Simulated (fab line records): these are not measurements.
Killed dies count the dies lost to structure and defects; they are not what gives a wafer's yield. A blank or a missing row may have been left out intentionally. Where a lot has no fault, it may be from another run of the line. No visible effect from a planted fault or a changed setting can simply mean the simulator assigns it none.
Split-lot trial ; flow n5Finfet ; 21 wafers read from 7 lots, route of 1938 steps

## THE SPLIT
At N5_BEOL_M4_COAT_62 (time 60 s, resist thk 12 nm), the setting spinRpm was moved away from the recipe's 1500 rpm on 7 of the 21 wafers read, by -8.0% to +11.1%. All remaining wafers had this setting at the recipe value.

## FROM THE SPLIT TO THE READING: what the file shows between them, 4 steps
- N5_BEOL_M4_COAT_73: time 60 s, resist thk 5 nm
- N5_BEOL_M4_COAT_05: resist thk 30 nm
- N5_BEOL_M4_DESCUM_16: chemistry O2, time 7 s
- N5_BEOL_M4_ETCH_74: etches underlayer in N2/H2, target depth 6.5 nm, time 5.2 s

## THE READING
etch.depthNm (the simulator's own value, which no gauge read), in nm, at N5_BEOL_M4_ETCH_63 (etches SiARC in CF4, target depth 15.6 nm, time 26 s). There is no usual value for it anywhere in the file. Average 12.00 nm, standard deviation 0.034 nm, over the 14 wafers here run with the recipe.

wafer;tool, chamber at the split;spinRpm as run, rpm;against the recipe;etch.depthNm, nm;against lot-mates on the recipe
L074.3;lithoTrack-04, 0;1643;+9.5%;11.52;no lot-mate on the recipe
L074.4;lithoTrack-04, 0;1643;+9.5%;11.52;no lot-mate on the recipe
L074.6;lithoTrack-04, 0;1643;+9.5%;11.5;no lot-mate on the recipe
L082.3;lithoTrack-05, 0;1500;recipe;12.02;-
L082.4;lithoTrack-05, 0;1380;-8.0%;12.48;+0.47
L082.5;lithoTrack-05, 0;1500;recipe;12;-
L084.2;lithoTrack-03, 0;1500;recipe;11.99;-
L084.5;lithoTrack-03, 0;1500;recipe;11.96;-
L084.6;lithoTrack-03, 0;1500;recipe;12.01;-
L087.2;lithoTrack-05, 0;1646;+9.7%;11.43;-0.54
L087.3;lithoTrack-05, 0;1500;recipe;11.97;-
L087.4;lithoTrack-05, 0;1500;recipe;11.96;-
L089.3;lithoTrack-04, 0;1500;recipe;12.01;-
L089.4;lithoTrack-04, 0;1500;recipe;12.03;-
L089.6;lithoTrack-04, 0;1500;recipe;12.03;-
L096.1;lithoTrack-05, 0;1500;recipe;11.95;-
L096.2;lithoTrack-05, 0;1500;recipe;11.97;-
L096.6;lithoTrack-05, 0;1667;+11.1%;11.34;-0.62
L097.4;lithoTrack-03, 0;1500;recipe;12.07;-
L097.5;lithoTrack-03, 0;1575;+5.0%;11.77;-0.28
L097.6;lithoTrack-03, 0;1500;recipe;12.03;-

FIT RESULTS
A straight line over all 21 wafers: etch.depthNm changes by -0.0553 nm for each +1% of spinRpm; r = -0.99; the points scatter about the line by 0.038 nm.
The same after taking each lot's own level away (the mean of its wafers on the recipe; 18 wafers): -0.0563 nm for each +1%; r = -1.00; scatter 0.014 nm.
That fit puts the effect of the largest move of spinRpm on the reading at 0.63 nm.
The span of the lots' own levels, 11.960 to 12.050 nm, comes to 2.7 times the standard deviation stated above.
Consequently the slope shifts little with the lot-to-lot level, the two slopes agreeing.
Check: for one of the wafers moved furthest among these (+11.1%), held out of the fit, the line's prediction against its lot-mates is -0.627 nm. Against them it came out at -0.62 nm.

## THE OTHER SPLITS THESE WAFERS WENT THROUGH
Before the reading, these wafers also passed through other splits. Each is held against what the fit with the lots' levels taken away leaves over:
other split on the same wafers;wafers away from the commonest value;r with etch.depthNm (lot level and that fit taken away)
N5_MOL_CONTACT_COAG_EXPOSE_05 doseMj;8;-0.27
N5_BEOL_M0_SAQP_ETCH_107 biasW;8;-0.12
N5_BEOL_M1_ETCH_77 sourceW;8;-0.01
N5_BEOL_M1_TRENCH_ETCH_37 sourceW;7;+0.02
N5_BEOL_M2_COAT_22 spinRpm;8;+0.07
N5_BEOL_M4_PECVD_72 timeS;7;+0.03

## THE WHOLE CHAIN: every reading that the file lists as answering this split, in the file's order
step;what it does;reading;change (the file's fit);r (the file's)
N5_BEOL_M4_COAT_62;time 60 s, resist thk 12 nm;SiARC_of_BEOL_M4_COAT_62.thkNm (the simulator's own value, which no gauge read);-0.0543 nm for each +1% of the setting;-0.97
N5_BEOL_M4_ETCH_63;etches SiARC in CF4, target depth 15.6 nm, time 26 s;etch.depthNm (the simulator's own value, which no gauge read);-0.0562 nm for each +1% of the setting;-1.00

## FILE'S OWN FIT
etch.depthNm changes by -0.0562 nm for each +1% of spinRpm, r = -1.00.
